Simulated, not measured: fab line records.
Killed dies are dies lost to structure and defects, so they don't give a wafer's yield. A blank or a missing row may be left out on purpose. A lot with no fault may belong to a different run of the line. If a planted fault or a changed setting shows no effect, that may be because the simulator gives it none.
Check of tool commonality | flow nandHarc | 5 lots and 15 wafers in the sample

== WHY IT WAS OPENED ==
On 3 of the 5 lots, a flag is raised at NHARC_END_SORT_01 on the reading killedAtPeriphery. Wafers without a fault read 3.1, standard deviation 2.1.
Rule: a lot is flagged in two cases, either no wafer of it has a number, or all its wafers with numbers fall more than 4 standard deviations from that mean. All remaining lots are regarded as sound.

lot  | measured     | on        | killedAtPeriphery, wafer by wafer | flag
L325 | day 21 06:38 | prober-02 | 662 662 660                       | FLAGGED
L326 | day 21 08:16 | prober-01 | 658 649 655                       | FLAGGED
L327 | day 21 22:23 | prober-02 | 653 651 656                       | FLAGGED
L332 | day 22 23:22 | prober-01 | 3 3 5                             | 
L333 | day 22 23:26 | prober-02 | 5 0 4                             | 
On average the flagged lots read 656.2, which is +653.1 against the usual, or +99 or more standard deviations.

== TOOL THAT RAN EACH LOT ==
Before the reading, the record contains 4 process steps out of a 1159-step route. Every cell lists first the tool, next ch and the chambers used by the sampled wafers, and last the start.
lot  | flag    | NHARC_P_ZERO_WELL_DESCUM_13      | NHARC_P_ZERO_WELL_IMPLANT_40   | NHARC_P_STI_ETCH_31                       | NHARC_P_GATE_STRIP_75
L325 | FLAGGED | rieDiel-10 ch 0,1, day 3 13:25   | implanter-01, day 3 16:34      | no row                                    | no row
L326 | FLAGGED | rieDiel-03 ch 0,1,2, day 3 19:25 | implanter-01, day 3 22:30      | no row                                    | no row
L327 | FLAGGED | rieDiel-01 ch 1,2,3, day 4 01:16 | implanter-02, day 4 04:25      | no row                                    | no row
L332 |         | rieDiel-01 ch 0,1,2, day 5 07:38 | implanter-01 ch 0, day 5 10:50 | rieDiel-04 ch 0,1, day 9 05:47 or earlier | plasmaAsher-01 ch 0, day 9 05:47
L333 |         | rieDiel-03 ch 0,1,2, day 5 13:24 | implanter-02 ch 0, day 5 16:21 | rieDiel-13 ch 1,2, day 9 06:24 or earlier | plasmaAsher-02 ch 0,1, day 9 06:24
What is done by these steps:
- NHARC_P_ZERO_WELL_DESCUM_13: chemistry O2, time 3 s.
- NHARC_P_ZERO_WELL_IMPLANT_40
- NHARC_P_STI_ETCH_31: etches the open film in CF4/CHF3, target depth 108.9 nm, time 54.5 s.
- NHARC_P_GATE_STRIP_75: strips in O2.
- NHARC_END_SORT_01

== FLAGGED OVER TOTAL, TOOL BY TOOL (the gauges that took the reading come last) ==
step                         | tool           | lots run | flagged | share of the flagged lots | sound lots run after its first flagged lot
NHARC_P_ZERO_WELL_DESCUM_13  | rieDiel-01     | 2        | 1       | some                      | 1 (L332)
NHARC_P_ZERO_WELL_DESCUM_13  | rieDiel-03     | 2        | 1       | some                      | 1 (L333)
NHARC_P_ZERO_WELL_DESCUM_13  | rieDiel-10     | 1        | 1       | some                      | 0
NHARC_P_ZERO_WELL_IMPLANT_40 | implanter-01   | 3        | 2       | some                      | 1 (L332)
NHARC_P_ZERO_WELL_IMPLANT_40 | implanter-02   | 2        | 1       | some                      | 1 (L333)
NHARC_P_STI_ETCH_31          | rieDiel-04     | 1        | 0       | none                      | -
NHARC_P_STI_ETCH_31          | rieDiel-13     | 1        | 0       | none                      | -
NHARC_P_GATE_STRIP_75        | plasmaAsher-01 | 1        | 0       | none                      | -
NHARC_P_GATE_STRIP_75        | plasmaAsher-02 | 1        | 0       | none                      | -
NHARC_END_SORT_01            | prober-01      | 2        | 1       | some                      | 1 (L332)
NHARC_END_SORT_01            | prober-02      | 3        | 2       | some                      | 1 (L333)
With no start given for some of its lots, NHARC_P_STI_ETCH_31 uses the hours and lot order of NHARC_P_GATE_STRIP_75.

== WHAT THE TABLE ALLOWS ==
No row of the table ran every flagged lot.

== WHAT THE SIMULATOR HAD INSERTED ==
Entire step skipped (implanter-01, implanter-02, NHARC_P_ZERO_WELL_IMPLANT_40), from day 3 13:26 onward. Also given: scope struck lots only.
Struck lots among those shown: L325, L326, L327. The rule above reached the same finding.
